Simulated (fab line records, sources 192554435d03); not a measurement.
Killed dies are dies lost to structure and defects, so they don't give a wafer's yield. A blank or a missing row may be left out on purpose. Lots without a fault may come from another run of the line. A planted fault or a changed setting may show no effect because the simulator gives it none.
Chamber matching | flow n5_finfet | N5_HKMG_FIN_STRIP_89 on rie_diel-03: 4 sister chambers
The step strips SOC in N2/H2, time 20 s. 14 wafers are shown with their chamber, then 7 later ones without.

WAFERS WITH THEIR CHAMBER
wafer  | chamber | showerhead_plenum_p_Torr (Torr) | drypump_motor_current_A (A) | oes_product_au (a.u.)
L434.1 | 2       | 3.22                            | 5.6                         | 0.75
L434.4 | 0       | 3.32                            | 4.9                         | 0.70
L434.5 | 3       | 3.20                            | 6.2                         | 0.70
L436.3 | 2       | 3.22                            | 5.7                         | 0.75
L436.4 | 3       | 3.19                            | 6.1                         | 0.69
L436.5 | 1       | 3.51                            | 5.9                         | 0.82
L439.2 | 2       | 3.22                            | 5.7                         | 0.75
L439.4 | 3       | 3.19                            | 6.2                         | 0.69
L439.6 | 0       | 3.32                            | 4.9                         | 0.69
L440.2 | 1       | 3.51                            | 5.9                         | 0.81
L440.3 | 0       | 3.32                            | 4.9                         | 0.68
L440.5 | 3       | 3.19                            | 6.1                         | 0.69
L451.1 | 1       | 3.49                            | 5.9                         | 0.79
L451.3 | 2       | 3.21                            | 5.6                         | 0.73

SIGNATURES (means of the wafers above)
reading                  | chamber 0 | chamber 1 | chamber 2 | chamber 3 | scatter within a chamber
showerhead_plenum_p_Torr | 3.3200    | 3.5033    | 3.2175    | 3.1925    | 0.00645
drypump_motor_current_A  | 4.900     | 5.900     | 5.650     | 6.150     | 0.0447
oes_product_au           | 0.6900    | 0.8067    | 0.7450    | 0.6925    | 0.0102
Rule: a wafer's distance from a chamber is the root of the sum, over the readings, of the square of ((its reading less the chamber's mean) divided by the reading's scatter). The wafer belongs to the nearest chamber; if the next one is less than 2 further off, it can't be placed. The scatter: the root of (the sum of the squares of (reading less its chamber's mean) over the shown wafers, divided by (wafers less chambers)).

WAFERS WITHOUT THEIR CHAMBER
wafer  | showerhead_plenum_p_Torr (Torr) | drypump_motor_current_A (A) | oes_product_au (a.u.)
L451.6 | 3.18                            | 6.1                         | 0.68
L452.3 | 3.49                            | 6.0                         | 0.79
L452.5 | 3.31                            | 4.9                         | 0.99
L452.6 | 3.49                            | 6.0                         | 0.78
L456.3 | 3.30                            | 4.9                         | 0.96
L456.5 | 3.49                            | 5.9                         | 0.79
L456.6 | 3.20                            | 5.6                         | 0.71

WHICH CHAMBER EACH WENT THROUGH
wafer  | from the rows above | in truth
L451.6 | 3                   | 3
L452.3 | 1                   | 1
L452.5 | 0                   | 0
L452.6 | 1                   | 1
L456.3 | 0                   | 0
L456.5 | 1                   | 1
L456.6 | 2                   | 2
Placed correctly: 7 of 7. Can't be placed from these rows: 0. Placed wrongly: 0.
